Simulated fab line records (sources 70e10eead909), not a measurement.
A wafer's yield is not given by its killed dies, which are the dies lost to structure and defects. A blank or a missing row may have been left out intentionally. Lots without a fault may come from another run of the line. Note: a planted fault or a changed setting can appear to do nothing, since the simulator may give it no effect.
fab line records ; flow nand_harc ; part 2 of 2: steps 5 to 6 of 6
record: lots: 23; wafers: 69; last_day: 33
route steps=1302 shown A_STAIRCASE@670
lots with no fault: from the same line, run without faults
start_h: start of the lot's first displayed wafer, in hours after the record's first day ; wait_h: hours from the lot's prior step to this one ; " identical to the entry in the row above ; L1.1+2: one row covering several wafers at once ; - no value, or no start was given ; * or withheld: withheld ; < > ~ a bound
route shown NAME@n: NAME is a module with steps in the file, n the number in the route of the first one ; usual: average and standard deviation across the fault-free wafers ; same: alike in all rows ; chamber/n: place in a boat ; sites: the reading at each site ; _std_site: the standard deviation of these ; _edge_site: mean of outer sites minus mean of inner sites ; radius_mm: for every site, how far away it sits from the centre of the wafer ; mask NAME#n: copy n ; behind: the most recent tool/chamber to have shaped the wafer ; hold: why the lot went on hold/how many hours it stayed there/how the hold came to an end ; device: whichever transistor did not switch (one of n, p or np) ; end of line: tests run on the same wafers once the route is complete ; for a step that has no rows: nothing shown but its recipe ; killed: the dies lost at the first sort to structure and to defects; this is not the yield of the wafer ; map: a wafer's dies, marking killed ones x, the rest . and places with no die _
set.NAME: setting as actually run; set.NAME@STEP: the setting as run at that earlier step ; model.NAME: the simulator's own value behind a step, which no gauge read
route steps across a sampled set of lots; one table per step, one row per wafer
services: when a tool's chamber went out of use (start_h, in hours from the record's first day, below 0 if earlier), for how many hours, and the reason
== steps ==
step: NHARC_A_STAIRCASE_ETCH_203
recipe: target_depth_a: 1000; time_s: 40.5; ion_energy_ev: 400; c4f8_flow_sccm: 20; o2_flow_sccm: 10; ar_flow_sccm: withheld; rf_w: 600; bias_w: 1000; chemistry: C4F8/O2
usual: oes_product_au: 0.944/0.01; rf_vpp_V: 895/5.6
same: time_s: 40.5
lot.wafer;tool;chamber;start_h;wait_h;oes_product_au;rf_hours_counter_h;rf_vpp_V
L074.1;rie_diel-12;2;-;-;0.947;38;895
L074.5;rie_diel-12;1;-;-;0.948;-;887
L074.6;rie_diel-12;2;-;-;0.957;-;892
L075.4;rie_diel-12;0;-;-;0.947;32;892
L075.1;rie_diel-12;2;-;-;0.945;45;894
L075.3;rie_diel-12;3;-;-;0.946;40;904
L077.1;rie_diel-12;2;-;-;0.936;47;894
L077.2;rie_diel-12;3;-;-;0.952;43;905
L077.6;rie_diel-12;2;-;-;0.954;-;893
L076.1;rie_diel-12;2;-;-;0.962;48;895
L076.3;rie_diel-12;0;-;-;0.948;35;891
L076.5;rie_diel-12;2;-;-;0.965;-;895
L078.4;rie_diel-03;1;-;-;0.943;27;905
L078.2;rie_diel-03;2;-;-;0.932;30;893
L078.5;rie_diel-03;0;-;-;0.952;-;895
L079.3;rie_diel-03;3;-;-;0.927;39;895
L079.5;rie_diel-03;3;-;-;0.944;-;895
L079.6;rie_diel-03;0;-;-;0.937;-;895
L080.4;rie_diel-03;0;-;-;0.945;40;897
L080.1;rie_diel-03;1;-;-;0.938;37;905
L080.5;rie_diel-03;3;-;-;0.952;-;895
L081.3;rie_diel-13;1;-;-;0.931;19;886
L081.5;rie_diel-13;1;-;-;0.937;-;887
L081.4;rie_diel-13;3;-;-;0.934;-;890
L083.1;rie_diel-12;3;-;-;0.931;4;905
L083.4;rie_diel-12;0;-;-;0.934;4;890
L083.5;rie_diel-12;0;-;-;0.937;-;892
L085.3;rie_diel-13;3;-;-;0.938;44;890
L085.5;rie_diel-13;1;-;-;0.928;-;888
L085.6;rie_diel-13;2;-;-;0.937;-;895
L084.3;rie_diel-03;0;-;-;0.951;1;895
L084.4;rie_diel-03;2;-;-;0.939;1;892
L084.6;rie_diel-03;3;-;-;0.955;-;895
L086.4;rie_diel-03;0;-;-;0.949;2;896
L086.2;rie_diel-03;2;-;-;0.958;2;893
L086.5;rie_diel-03;0;-;-;0.947;-;896
L087.2;rie_diel-13;1;-;-;0.943;30;887
L087.6;rie_diel-13;2;-;-;0.944;-;895
L087.5;rie_diel-13;3;-;-;0.945;-;891
L088.4;rie_diel-13;2;-;-;0.936;56;896
L088.6;rie_diel-13;3;-;-;0.943;-;889
L088.5;rie_diel-13;0;-;-;0.943;-;897
L090.2;rie_diel-03;2;-;-;0.936;8;893
L090.4;rie_diel-03;3;-;-;0.952;22;893
L090.5;rie_diel-03;2;-;-;0.946;-;892
L091.3;rie_diel-12;0;-;-;0.957;20;892
L091.2;rie_diel-12;1;-;-;0.945;24;904
L091.5;rie_diel-12;0;-;-;0.958;-;891
L089.4;rie_diel-12;0;-;-;0.953;23;892
L089.6;rie_diel-12;3;-;-;0.953;-;903
L089.5;rie_diel-12;0;-;-;0.960;-;891
L092.3;rie_diel-03;2;-;-;0.944;15;892
L092.5;rie_diel-03;3;-;-;0.943;-;894
L092.6;rie_diel-03;0;-;-;0.948;-;894
L093.1;rie_diel-13;3;-;-;0.936;11;890
L093.5;rie_diel-13;0;-;-;0.942;-;896
L093.6;rie_diel-13;3;-;-;0.950;-;890
L094.4;rie_diel-03;0;-;-;0.943;29;895
L094.2;rie_diel-03;1;-;-;0.938;33;903
L094.6;rie_diel-03;0;-;-;0.940;-;895
L095.3;rie_diel-12;2;-;-;0.945;49;894
L095.6;rie_diel-12;3;-;-;0.939;-;904
L095.5;rie_diel-12;0;-;-;0.941;-;891
L096.3;rie_diel-13;3;-;-;0.908;16;890
L096.2;rie_diel-13;0;-;-;0.928;16;896
L096.5;rie_diel-13;0;-;-;0.915;-;896
L097.2;rie_diel-13;3;-;-;0.933;20;890
L097.3;rie_diel-13;2;-;-;0.952;19;896
L097.5;rie_diel-13;3;-;-;0.933;-;889
step: NHARC_A_STAIRCASE_DESCUM_219
recipe: time_s: 3; o2_flow_sccm: 200; ar_flow_sccm: 0; bias_power_w: 0; chemistry: O2
usual: drypump_motor_current_A: 5.9/0.51; oes_product_au: 1.000/0.0073; rf_vpp_V: 57.8/0.88; showerhead_plenum_p_Torr: 1.93/0.091; throttle_valve_pct: 11.312/0.0092
same: bias_power_w: 0; time_s: 3
lot.wafer;tool;chamber;start_h;wait_h;drypump_motor_current_A;oes_product_au;rf_hours_counter_h;rf_vpp_V;showerhead_plenum_p_Torr;throttle_valve_pct
L074.1;rie_diel-03;2;362.05;-;5.0;0.999;19;57.8;1.88;11.323
L074.5;rie_diel-03;1;362.05;-;5.2;0.988;-;58.2;2.07;11.292
L074.6;rie_diel-03;2;362.05;-;5.0;1.003;-;57.8;1.88;11.319
L075.1;rie_diel-03;3;375.97;-;6.1;1.006;25;58.1;1.90;11.320
L075.4;rie_diel-03;0;375.97;-;6.0;1.008;25;58.9;1.92;11.310
L075.3;rie_diel-03;1;375.97;-;5.2;1.003;22;58.7;2.07;11.326
L077.2;rie_diel-03;0;386.12;-;6.0;0.998;27;59.1;1.92;11.327
L077.1;rie_diel-03;2;386.12;-;5.0;0.987;27;58.0;1.87;11.306
L077.6;rie_diel-03;1;386.12;-;5.2;1.003;-;57.5;2.07;11.319
L076.1;rie_diel-12;2;389.59;-;6.3;1.010;48;58.3;1.89;11.310
L076.3;rie_diel-12;0;389.59;-;6.2;1.000;36;58.8;1.85;11.311
L076.5;rie_diel-12;3;389.59;-;5.9;1.007;-;57.1;2.06;11.322
L078.2;rie_diel-13;2;395.43;-;6.0;0.997;17;59.3;1.93;11.306
L078.4;rie_diel-13;3;395.43;-;6.6;0.996;-;57.3;1.83;11.327
L078.5;rie_diel-13;3;395.43;-;6.6;0.985;-;58.1;1.83;11.317
L079.3;rie_diel-13;2;423.89;-;6.0;0.996;28;56.7;1.92;11.309
L079.5;rie_diel-13;1;423.89;-;6.4;1.002;-;57.4;1.77;11.318
L079.6;rie_diel-13;2;423.89;-;6.0;0.986;-;57.4;1.92;11.299
L080.1;rie_diel-12;3;424.73;-;5.9;0.995;56;59.1;2.06;11.310
L080.4;rie_diel-12;1;424.73;-;6.2;1.009;54;57.1;1.76;11.295
L080.5;rie_diel-12;3;424.73;-;5.9;1.004;-;57.9;2.06;11.298
L081.3;rie_diel-13;1;433.28;-;6.4;1.002;20;57.0;1.77;11.303
L081.5;rie_diel-13;1;433.28;-;6.4;0.996;-;57.1;1.77;11.301
L081.4;rie_diel-13;3;433.28;-;6.6;0.996;-;56.1;1.83;11.308
L083.1;rie_diel-03;3;469.06;-;6.2;0.995;0;56.9;1.90;11.302
L083.4;rie_diel-03;0;469.06;-;6.0;1.000;0;58.6;1.91;11.311
L083.5;rie_diel-03;2;469.06;-;5.0;0.994;-;56.7;1.87;11.297
L085.3;rie_diel-12;1;469.75;-;6.2;0.984;7;58.1;2.07;11.317
L085.5;rie_diel-12;0;469.75;-;6.2;0.994;-;57.8;1.84;11.313
L085.6;rie_diel-12;1;469.75;-;6.2;0.996;-;58.6;2.07;11.316
L084.4;rie_diel-12;2;473.04;-;6.3;1.018;8;57.0;1.88;11.297
L084.3;rie_diel-12;3;473.04;-;5.9;1.011;5;57.0;2.05;11.319
L084.6;rie_diel-12;3;473.04;-;5.9;1.001;-;58.6;2.05;11.328
L086.4;rie_diel-12;3;475.38;-;5.9;1.012;6;58.5;2.05;11.318
L086.2;rie_diel-12;1;475.38;-;6.3;0.999;8;57.5;2.07;11.303
L086.5;rie_diel-12;3;475.38;-;5.9;0.999;-;57.9;2.05;11.303
L087.2;rie_diel-03;0;489.63;-;6.0;0.999;7;56.3;1.91;11.314
L087.5;rie_diel-03;1;489.63;-;5.2;1.003;-;59.6;2.05;11.302
L087.6;rie_diel-03;3;489.63;-;6.2;1.003;-;57.8;1.89;11.310
L088.4;rie_diel-03;1;513.15;-;5.2;1.003;22;57.9;2.05;11.318
L088.5;rie_diel-03;1;513.15;-;5.2;1.014;-;58.7;2.05;11.298
L088.6;rie_diel-03;2;513.15;-;5.0;1.002;-;57.6;1.86;11.301
L090.2;rie_diel-12;2;519.92;-;6.3;0.994;23;59.0;1.88;11.318
L090.4;rie_diel-12;3;519.92;-;5.9;1.006;20;59.2;2.05;11.302
L090.5;rie_diel-12;2;519.92;-;6.3;1.011;-;58.7;1.88;11.315
L091.2;rie_diel-12;1;520.26;-;6.2;0.993;24;58.5;2.07;11.314
L091.3;rie_diel-12;0;520.26;-;6.2;0.998;20;58.1;1.84;11.308
L091.5;rie_diel-12;1;520.26;-;6.3;0.997;-;58.9;2.07;11.315
L089.4;rie_diel-13;0;529.01;-;6.0;0.999;0;57.2;1.92;11.324
L089.6;rie_diel-13;3;529.01;-;6.6;1.005;-;57.5;1.82;11.321
L089.5;rie_diel-13;0;529.01;-;6.0;0.996;-;57.9;1.91;11.315
L092.3;rie_diel-12;3;535.08;-;5.9;0.996;26;58.7;2.05;11.311
L092.5;rie_diel-12;3;535.08;-;5.9;1.003;-;57.6;2.05;11.303
L092.6;rie_diel-12;0;535.08;-;6.2;1.003;-;59.2;1.84;11.315
L093.1;rie_diel-03;1;556.11;-;5.2;0.999;31;57.3;2.05;11.306
L093.6;rie_diel-03;0;556.11;-;6.0;0.995;-;56.8;1.90;11.319
L093.5;rie_diel-03;1;556.11;-;5.2;1.014;-;57.7;2.05;11.325
L094.4;rie_diel-03;2;566.91;-;5.0;1.001;23;56.4;1.86;11.311
L094.2;rie_diel-03;1;566.91;-;5.2;1.003;33;58.1;2.05;11.310
L094.6;rie_diel-03;2;566.91;-;5.0;1.009;-;56.4;1.86;11.310
L095.3;rie_diel-03;2;575.68;-;5.0;0.994;25;57.5;1.86;11.297
L095.5;rie_diel-03;1;575.68;-;5.2;0.995;-;58.2;2.05;11.318
L095.6;rie_diel-03;2;575.68;-;5.0;0.989;-;56.9;1.86;11.297
L096.2;rie_diel-03;2;580.01;-;5.0;0.997;29;58.4;1.86;11.315
L096.3;rie_diel-03;0;580.01;-;6.0;1.000;33;57.2;1.90;11.312
L096.5;rie_diel-03;2;580.01;-;5.0;0.981;-;57.6;1.86;11.307
L097.2;rie_diel-03;3;583.14;-;6.2;0.992;44;57.3;1.88;11.317
L097.3;rie_diel-03;0;583.14;-;6.0;1.003;34;57.5;1.90;11.314
L097.5;rie_diel-03;3;583.14;-;6.2;0.995;-;57.2;1.88;11.307
== services ==
tool;chamber;start_h;hours;kind
rie_diel-03;1;334.10;4.4;repair
rie_diel-03;0;339.38;-;clean
rie_diel-03;1;339.38;-;clean
rie_diel-03;2;339.38;-;clean
rie_diel-03;3;339.38;-;clean
rie_diel-13;-;342.08;9.0;pm
rie_diel-13;1;358.12;7.6;repair
rie_diel-13;3;361.39;11.8;repair
rie_diel-03;0;363.88;-;clean
rie_diel-03;1;363.88;-;clean
rie_diel-03;2;363.88;-;clean
rie_diel-03;3;363.88;-;clean
rie_diel-13;1;377.44;22.5;repair
rie_diel-03;0;388.38;-;clean
rie_diel-13;0;393.35;49.3;repair
rie_diel-13;1;441.15;3.3;repair
rie_diel-12;-;446.18;9.0;pm
rie_diel-13;1;448.55;5.9;repair
rie_diel-03;-;458.33;9.0;pm
rie_diel-12;-;488.80;1.9;repair
rie_diel-12;2;505.50;4.2;repair
rie_diel-13;-;519.08;9.0;pm
rie_diel-03;1;519.91;10.9;repair
rie_diel-03;3;561.84;2.6;repair
